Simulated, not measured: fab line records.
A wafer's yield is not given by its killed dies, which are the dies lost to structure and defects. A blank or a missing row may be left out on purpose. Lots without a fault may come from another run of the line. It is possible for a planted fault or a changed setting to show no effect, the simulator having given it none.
fab line records	flow n5_finfet	part 1 of 2: steps 1 to 3 of 6
record lots=19	wafers=57	last_day=19
route steps=1938 shown BEOL_M6@1216 BEOL_M7@1263
lots that met no fault: taken from a fault-free run of the same line
start_h: hours from the record's first day to the start of the lot's first wafer shown	wait_h: hours since the lot's step before	" identical to the entry in the row above	L1.1+2: a single row standing in for several wafers	- no value present, or no start provided	* or withheld: withheld	< > ~ a bound
route shown NAME@n: names a module that has steps shown in the file, with the first one's number in the route	usual: mean/standard deviation taken from wafers without a fault	same: alike in all rows	chamber/n: place in a boat	sites: the reading at each site	_std_site: the standard deviation of these	_edge_site: mean of outer sites minus mean of inner sites	radius_mm: how far each site lies from the wafer's centre	mask NAME#n: copy n	behind: the most recent tool/chamber to have shaped the wafer	hold: the reason the lot was held/the length of the hold in hours/how it ended	device: the n, p or np transistor that did not switch	end of line: tests run on the same wafers once the route is complete	a step without rows: its recipe alone	killed: dies that structure and defects cost at the first sort, which is not the same as the wafer's yield	map: per-die view of a wafer (x killed, . not killed, _ where there is no die)
set.NAME: setting as actually run; set.NAME@STEP: the setting as run at that earlier step	model.NAME: the simulator's own value behind a step, which no gauge read
the route's steps for a sample of lots (tables are steps, rows are wafers)
services: when a tool's chamber went out of use (start_h, in hours from the record's first day, below 0 if earlier), for how many hours, and the reason
## steps
# step N5_BEOL_M6_STRIP_19
# recipe chemistry=O2	power_w=400	temp_c=40	pressure_mtorr=30	rf_frequency_hz=6e+07	bias_power_w=0	overash_fraction=0.2	o2_flow_sccm=225
# usual drypump_motor_current_A=5.8/0.42	oes_product_au=0.78/0.11	rf_vpp_V=3.6/0.56	showerhead_plenum_p_Torr=2.12/0.08	throttle_valve_pct=16.73/0.28
lot.wafer	tool	chamber	start_h	wait_h	drypump_motor_current_A	oes_product_au	rf_hours_counter_h	rf_vpp_V	showerhead_plenum_p_Torr	throttle_valve_pct
L075.2	rie_diel-04	2	219.52	0.2	6.0	0.73	204	3.5	1.99	16.57
L075.4	"	1	"	"	5.3	0.70	224	2.7	2.18	17.18
L075.5	"	1	"	"	5.3	0.70	-	4.7	2.18	17.20
L077.2	rie_diel-02	3	229.98	0.1	4.9	0.70	233	3.4	2.05	16.67
L077.3	"	2	"	"	6.4	0.81	85	3.9	2.23	16.68
L077.6	"	3	"	"	4.9	0.70	-	3.0	2.05	16.68
L076.2	rie_diel-05	3	236.98	0.1	6.1	0.73	185	3.0	2.07	16.76
L076.4	"	0	"	"	5.6	0.67	-	3.6	2.08	17.17
L076.6	"	2	"	"	5.5	0.71	-	4.0	2.18	16.72
L079.1	rie_diel-05	3	239.52	0.2	6.1	0.73	186	3.8	2.07	16.76
L079.4	"	3	"	"	6.1	0.73	-	3.9	2.07	16.75
L079.5	"	0	"	"	5.6	0.68	-	2.8	2.08	17.17
L080.1	rie_diel-05	0	240.37	0.1	5.6	0.67	228	4.2	2.08	17.17
L080.3	"	3	"	"	6.1	0.73	187	3.6	2.07	16.76
L080.6	"	0	"	"	5.6	0.67	-	3.8	2.08	17.16
L081.3	rie_diel-02	2	252.99	0.1	6.4	0.79	93	2.9	2.22	16.70
L081.5	"	0	"	"	5.8	0.94	-	4.6	2.24	16.30
L081.6	"	1	"	"	5.8	0.69	-	3.8	2.16	16.97
L082.3	rie_diel-05	0	257.78	0.1	5.6	0.68	235	2.7	2.08	17.18
L082.5	"	2	"	"	5.5	0.70	-	3.8	2.18	16.73
L082.6	"	3	"	"	6.1	0.72	-	3.2	2.07	16.77
L085.4	rie_diel-05	1	271.89	0.1	6.5	0.97	6	3.4	2.22	16.46
L085.5	"	1	"	"	6.5	0.96	-	4.0	2.22	16.44
L085.6	"	2	"	"	5.5	0.70	-	3.6	2.18	16.74
L086.2	rie_diel-04	1	273.89	0.1	5.3	0.70	243	4.4	2.18	17.23
L086.5	"	3	"	"	5.7	0.66	-	3.3	2.16	17.18
L086.6	"	0	"	"	5.6	0.76	-	3.3	2.02	16.40
L084.1	rie_diel-04	0	274.32	0.1	5.6	0.77	118	3.5	2.02	16.42
L084.4	"	1	"	"	5.3	0.70	244	3.9	2.18	17.22
L084.5	"	2	"	"	6.0	0.72	-	3.0	1.98	16.60
L087.4	rie_diel-02	2	288.33	0.1	6.4	0.78	-	3.4	2.22	16.71
L087.5	"	0	"	"	5.8	0.92	-	2.5	2.24	16.32
L087.6	"	1	"	"	5.8	0.68	-	3.4	2.16	16.96
L088.2	rie_diel-05	3	296.97	0.1	6.1	0.71	207	2.6	2.06	16.81
L088.3	"	1	"	"	6.5	0.94	14	4.3	2.22	16.47
L088.4	"	1	"	"	6.5	0.94	-	4.1	2.22	16.48
L089.1	rie_diel-02	2	305.75	0.1	6.4	0.78	114	3.9	2.22	16.75
L089.5	"	2	"	"	6.4	0.77	-	4.2	2.22	16.73
L089.6	"	1	"	"	5.8	0.69	-	3.7	2.15	16.99
L090.3	rie_diel-05	3	311.45	0.1	6.1	0.70	212	2.5	2.06	16.83
L090.4	"	3	"	"	6.1	0.70	-	3.5	2.06	16.80
L090.5	"	2	"	"	5.5	0.69	-	4.1	2.18	16.77
L091.1	rie_diel-02	1	311.68	0.1	5.8	0.68	250	3.7	2.15	16.99
L091.2	"	2	"	"	6.4	0.77	117	4.2	2.22	16.73
L091.4	"	1	"	"	5.8	0.68	-	3.9	2.15	16.99
L093.3	rie_diel-05	2	315.35	0.1	5.5	0.70	246	3.4	2.17	16.76
L093.4	"	2	"	"	5.5	0.71	-	2.9	2.17	16.75
L093.6	"	1	"	"	6.5	0.92	-	3.5	2.22	16.46
L092.1	rie_diel-02	0	321.35	0.1	5.8	0.90	31	4.3	2.23	16.30
L092.3	"	2	"	"	6.4	0.77	121	3.3	2.21	16.73
L092.5	"	2	"	"	6.4	0.76	-	4.4	2.21	16.75
L095.1	rie_diel-05	1	350.55	0.1	6.5	0.90	30	2.9	2.21	16.50
L095.4	"	3	"	"	6.1	0.70	224	4.0	2.06	16.84
L095.5	"	1	"	"	6.5	0.89	-	3.9	2.21	16.49
L097.3	rie_diel-05	2	351.47	0.3	5.5	0.98	1	4.0	2.17	16.27
L097.4	"	3	"	"	6.1	0.70	224	3.6	2.06	16.82
L097.5	"	3	"	"	6.1	0.71	-	3.5	2.06	16.84
# step N5_BEOL_M6_ETCH_65
# recipe chemistry=CF4	target=SiARC	target_depth_a=156	mask_material=CAR-EUV	time_s=26	ion_energy_ev=80	pressure_mtorr=40	source_w=545	bias_w=36	Ar_flow_sccm=100	cf4_flow_sccm=100	ends=cleared
# usual drypump_motor_current_A=5.8/0.42	etch_rf_on_time_s=26.2/0.73	mfc_ar_sccm=100.0/0.3	oes_product_au=0.66/0.085	rf_fwd_power_W=533.0/2.3	rf_vpp_V=184.4/1.3	showerhead_plenum_p_Torr=2.17/0.076	throttle_valve_pct=15.65/0.26
lot.wafer	tool	chamber	start_h	wait_h	drypump_motor_current_A	etch_rf_on_time_s	mfc_ar_sccm	oes_product_au	rf_fwd_power_W	rf_hours_counter_h	rf_vpp_V	showerhead_plenum_p_Torr	throttle_valve_pct
L075.2	rie_diel-04	0	221.83	0.0	5.6	26.6	100.1	0.66	532.4	98	183.3	2.08	15.36
L075.4	"	3	"	"	5.8	26.7	100.2	0.58	538.8	227	185.4	2.20	16.05
L075.5	"	3	"	"	5.7	26.8	100.3	0.58	538.9	-	183.7	2.20	16.06
L077.2	rie_diel-02	1	231.24	0.0	5.8	27.3	99.7	0.59	532.0	219	184.9	2.19	15.83
L077.3	"	2	"	"	6.4	25.3	99.5	0.71	532.4	85	185.2	2.26	15.55
L077.6	"	1	"	"	5.8	27.2	99.5	0.59	532.6	-	184.7	2.19	15.82
L076.2	rie_diel-02	0	237.82	0.0	5.8	26.2	100.2	0.82	532.6	4	187.3	2.28	15.17
L076.4	"	2	"	"	6.4	25.1	99.6	0.70	531.7	-	186.6	2.26	15.54
L076.6	"	3	"	"	4.9	25.0	100.0	0.60	535.8	-	182.9	2.11	15.74
L080.1	rie_diel-05	0	242.14	0.0	5.6	27.3	99.8	0.58	538.3	229	183.8	2.11	16.04
L080.3	"	2	"	"	5.5	26.1	99.8	0.60	533.5	223	183.5	2.20	15.53
L080.6	"	3	"	"	6.1	25.9	99.4	0.63	531.3	-	182.7	2.13	15.80
L079.1	rie_diel-02	2	242.20	0.0	6.4	25.4	99.8	0.70	531.3	89	184.9	2.26	15.56
L079.4	"	1	"	"	5.8	27.3	99.9	0.58	530.8	222	184.1	2.19	15.82
L079.5	"	2	"	"	6.4	25.3	100.2	0.70	530.3	-	186.0	2.26	15.56
L081.3	rie_diel-04	3	253.65	0.0	5.7	26.2	100.0	0.58	534.0	238	183.4	2.19	16.08
L081.5	"	0	"	"	5.6	26.3	99.9	0.66	532.8	-	182.0	2.08	15.35
L081.6	"	1	"	"	5.3	27.5	99.9	0.59	531.3	-	183.9	2.21	16.12
L082.3	rie_diel-04	2	259.86	0.0	6.0	26.3	99.9	0.61	533.0	217	182.8	2.03	15.54
L082.5	"	1	"	"	5.3	27.6	100.0	0.58	532.9	-	184.8	2.21	16.12
L082.6	"	0	"	"	5.6	26.8	100.0	0.65	533.2	-	182.8	2.08	15.37
L085.4	rie_diel-05	3	273.04	0.0	6.1	26.1	100.3	0.62	536.5	199	184.5	2.13	15.82
L085.5	"	0	"	"	5.6	27.5	99.7	0.57	535.7	-	182.9	2.11	16.08
L085.6	"	3	"	"	6.1	26.1	100.1	0.62	533.1	-	183.9	2.13	15.80
L086.2	rie_diel-05	3	277.59	0.0	6.1	26.4	100.0	0.62	532.5	200	185.0	2.13	15.82
L086.5	"	3	"	"	6.1	26.2	100.0	0.62	533.4	-	182.4	2.13	15.80
L086.6	"	2	"	"	5.5	25.9	100.5	0.60	530.1	-	184.0	2.19	15.56
L084.1	rie_diel-02	0	277.90	0.0	5.8	26.0	100.4	0.78	536.8	17	186.0	2.27	15.18
L084.4	"	2	"	"	6.3	25.2	100.3	0.69	529.5	102	184.9	2.25	15.58
L084.5	"	0	"	"	5.8	26.1	100.1	0.79	533.0	-	184.3	2.27	15.19
L087.4	rie_diel-05	2	291.86	0.0	5.5	26.2	100.0	0.59	532.8	240	185.8	2.19	15.57
L087.5	"	1	"	"	6.5	26.0	100.0	0.78	533.3	-	186.5	2.28	15.43
L087.6	"	0	"	"	5.5	27.9	99.9	0.56	537.3	-	182.9	2.11	16.08
L088.2	rie_diel-02	0	298.93	0.0	5.8	26.1	99.6	0.76	532.9	26	185.1	2.27	15.23
L088.3	"	1	"	"	5.8	27.6	99.8	0.57	528.1	244	184.6	2.18	15.90
L088.4	"	1	"	"	5.8	27.7	99.3	0.57	530.1	-	186.3	2.19	15.89
L089.1	rie_diel-04	3	309.85	0.0	5.7	25.9	99.7	0.82	536.9	3	184.5	2.19	15.66
L089.5	"	2	"	"	6.0	25.9	99.9	0.60	531.8	-	181.8	2.02	15.58
L089.6	"	3	"	"	5.7	26.2	99.7	0.81	537.4	-	186.5	2.19	15.66
L090.3	rie_diel-05	3	312.13	0.0	6.1	26.2	99.4	0.61	533.5	213	184.3	2.12	15.84
L090.4	"	3	"	"	6.1	26.3	99.9	0.61	533.4	-	183.9	2.12	15.85
L090.5	"	2	"	"	5.5	26.3	100.1	0.59	530.6	-	183.9	2.19	15.58
L091.1	rie_diel-05	2	313.55	0.0	5.5	25.9	99.4	0.60	530.0	245	184.7	2.19	15.58
L091.2	"	1	"	"	6.5	25.5	99.6	0.77	530.8	19	184.9	2.27	15.45
L091.4	"	2	"	"	5.5	26.0	99.6	0.60	530.0	-	186.2	2.19	15.60
L093.3	rie_diel-05	2	316.49	0.0	5.5	26.3	99.9	0.60	533.7	246	184.5	2.19	15.58
L093.4	"	2	"	"	5.5	26.1	99.7	0.59	534.2	-	183.2	2.19	15.59
L093.6	"	1	"	"	6.5	25.6	99.9	0.78	532.9	-	186.4	2.27	15.48
L092.1	rie_diel-05	1	322.11	0.0	6.5	26.0	99.9	0.76	530.6	24	185.5	2.27	15.47
L092.3	"	2	"	"	5.5	26.4	99.7	0.59	532.7	249	185.1	2.19	15.59
L092.5	"	2	"	"	5.5	26.4	99.9	0.59	531.7	-	184.3	2.19	15.59
L095.1	rie_diel-04	0	354.64	0.0	5.6	26.5	99.8	0.63	530.5	144	183.6	2.07	15.44
L095.4	"	3	"	"	5.8	25.6	100.7	0.79	537.9	14	185.1	2.19	15.70
L095.5	"	2	"	"	6.1	25.7	99.8	0.60	531.0	-	182.7	2.02	15.61
L097.3	rie_diel-02	3	356.84	0.0	4.9	25.2	100.0	0.77	535.2	30	183.4	2.10	15.31
L097.4	"	1	"	"	5.8	26.4	100.0	0.83	530.9	1	184.5	2.18	15.36
L097.5	"	2	"	"	6.4	25.5	99.4	0.66	533.3	-	186.0	2.24	15.66
# step N5_BEOL_M6_VIA_ETCH_34
# recipe chemistry=C4F6/O2	target=SiCOH_lowk	target_depth_a=1263	mask_material=SOC	taper_deg=4	time_s=50.9	ion_energy_ev=250	pressure_mtorr=30	source_w=345	bias_w=185	Ar_flow_sccm=300	C4F6_flow_sccm=10	O2_flow_sccm=10
# usual drypump_motor_current_A=5.8/0.42	mfc_ar_sccm=300.2/0.93	oes_product_au=0.77/0.1	rf_fwd_power_W=342.1/1.4	rf_vpp_V=670/12	showerhead_plenum_p_Torr=2.88/0.1	throttle_valve_pct=20.91/0.26
lot.wafer	tool	chamber	start_h	wait_h	drypump_motor_current_A	mfc_ar_sccm	oes_product_au	rf_fwd_power_W	rf_hours_counter_h	rf_vpp_V	showerhead_plenum_p_Torr	throttle_valve_pct
L075.2	rie_diel-04	0	221.95	0.0	5.6	302.8	0.77	344.5	99	644	2.75	20.51
L075.4	"	3	"	"	5.7	300.5	0.68	342.2	227	667	2.93	21.28
L075.5	"	3	"	"	5.7	299.2	0.68	344.5	-	669	2.93	21.29
L077.2	rie_diel-02	1	231.37	0.0	5.8	300.7	0.69	342.3	220	664	2.92	21.04
L077.3	"	2	"	"	6.4	300.3	0.82	338.7	85	683	3.00	20.89
L077.6	"	1	"	"	5.8	300.7	0.70	341.7	-	663	2.92	21.06
L076.2	rie_diel-02	0	237.95	0.0	5.8	299.7	0.96	342.8	4	679	3.03	20.55
L076.4	"	2	"	"	6.4	300.2	0.81	342.5	-	682	3.00	20.88
L076.6	"	3	"	"	4.9	300.0	0.70	344.0	-	685	2.79	20.83
L080.1	rie_diel-05	0	242.27	0.0	5.6	299.1	0.68	344.2	229	686	2.81	21.32
L080.3	"	2	"	"	5.6	299.4	0.71	338.8	223	669	2.91	20.68
L080.6	"	3	"	"	6.1	299.4	0.72	341.9	-	668	2.83	21.02
L079.1	rie_diel-02	2	242.32	0.0	6.4	299.1	0.81	340.7	89	682	3.00	20.86
L079.4	"	1	"	"	5.8	299.5	0.69	341.7	222	663	2.91	21.05
L079.5	"	2	"	"	6.4	300.8	0.81	340.7	-	682	3.00	20.88
L081.3	rie_diel-04	3	253.77	0.0	5.7	301.4	0.67	342.5	238	667	2.92	21.29
L081.5	"	0	"	"	5.6	300.3	0.77	339.3	-	644	2.74	20.50
L081.6	"	1	"	"	5.3	298.4	0.69	343.7	-	672	2.94	21.39
L082.3	rie_diel-04	2	259.99	0.0	6.0	299.6	0.72	342.0	217	655	2.72	20.86
L082.5	"	1	"	"	5.3	298.9	0.68	343.3	-	672	2.94	21.39
L082.6	"	0	"	"	5.6	300.4	0.76	342.2	-	644	2.74	20.53
L085.4	rie_diel-05	3	273.17	0.0	6.1	300.1	0.71	341.4	199	668	2.82	21.03
L085.5	"	0	"	"	5.6	299.1	0.67	344.4	-	685	2.81	21.33
L085.6	"	3	"	"	6.1	300.3	0.72	341.7	-	670	2.82	21.02
L086.2	rie_diel-05	3	277.72	0.0	6.1	299.9	0.72	344.1	200	668	2.82	21.04
L086.5	"	3	"	"	6.1	300.5	0.72	342.6	-	668	2.82	21.05
L086.6	"	2	"	"	5.5	300.3	0.70	341.3	-	668	2.90	20.70
L084.1	rie_diel-02	0	278.03	0.0	5.8	299.2	0.92	342.5	17	680	3.03	20.56
L084.4	"	2	"	"	6.4	300.2	0.80	340.1	102	682	2.99	20.89
L084.5	"	0	"	"	5.8	300.4	0.92	341.6	-	678	3.03	20.57
L087.4	rie_diel-05	2	291.99	0.0	5.5	300.4	0.71	340.0	240	669	2.90	20.70
L087.5	"	1	"	"	6.5	300.4	0.94	342.2	-	680	3.04	20.90
L087.6	"	0	"	"	5.6	301.1	0.66	343.6	-	684	2.80	21.34
L088.2	rie_diel-02	0	299.06	0.0	5.8	297.0	0.89	341.5	26	678	3.02	20.56
L088.3	"	1	"	"	5.8	300.6	0.68	338.8	244	662	2.90	21.07
L088.4	"	1	"	"	5.8	301.0	0.67	341.5	-	662	2.90	21.07
L089.1	rie_diel-04	3	309.97	0.0	5.7	300.1	0.95	342.3	3	667	2.91	21.09
L089.5	"	2	"	"	6.1	300.5	0.70	341.1	-	654	2.71	20.90
L089.6	"	3	"	"	5.7	302.0	0.96	342.9	-	667	2.91	21.08
L090.3	rie_diel-05	3	312.26	0.0	6.1	301.3	0.71	345.0	213	668	2.82	21.05
L090.4	"	3	"	"	6.1	300.9	0.70	343.1	-	667	2.82	21.07
L090.5	"	2	"	"	5.5	299.3	0.70	340.8	-	668	2.90	20.71
L091.1	rie_diel-05	2	313.68	0.0	5.5	300.3	0.70	340.6	245	669	2.90	20.71
L091.2	"	1	"	"	6.5	300.2	0.93	343.3	20	680	3.03	20.92
L091.4	"	2	"	"	5.5	298.8	0.71	340.0	-	670	2.90	20.72
L093.3	rie_diel-05	2	316.62	0.0	5.5	300.2	0.69	342.4	246	670	2.90	20.71
L093.4	"	2	"	"	5.5	299.7	0.69	342.4	-	670	2.90	20.72
L093.6	"	1	"	"	6.5	300.2	0.92	341.4	-	680	3.03	20.94
L092.1	rie_diel-05	1	322.24	0.0	6.5	298.9	0.89	342.5	24	680	3.03	20.93
L092.3	"	2	"	"	5.5	301.6	0.69	341.4	249	670	2.90	20.72
L092.5	"	2	"	"	5.5	301.5	0.68	342.7	-	670	2.90	20.71
L095.1	rie_diel-04	0	354.77	0.0	5.6	299.6	0.73	340.2	144	644	2.73	20.56
L095.4	"	3	"	"	5.8	299.9	0.92	342.6	14	667	2.91	21.12
L095.5	"	2	"	"	6.1	301.4	0.70	342.5	-	654	2.70	20.91
L097.3	rie_diel-02	3	356.97	0.0	4.9	300.7	0.91	342.0	30	684	2.77	20.48
L097.4	"	1	"	"	5.8	300.4	0.98	342.5	1	662	2.90	20.66
L097.5	"	2	"	"	6.4	298.6	0.78	340.0	-	683	2.98	20.93
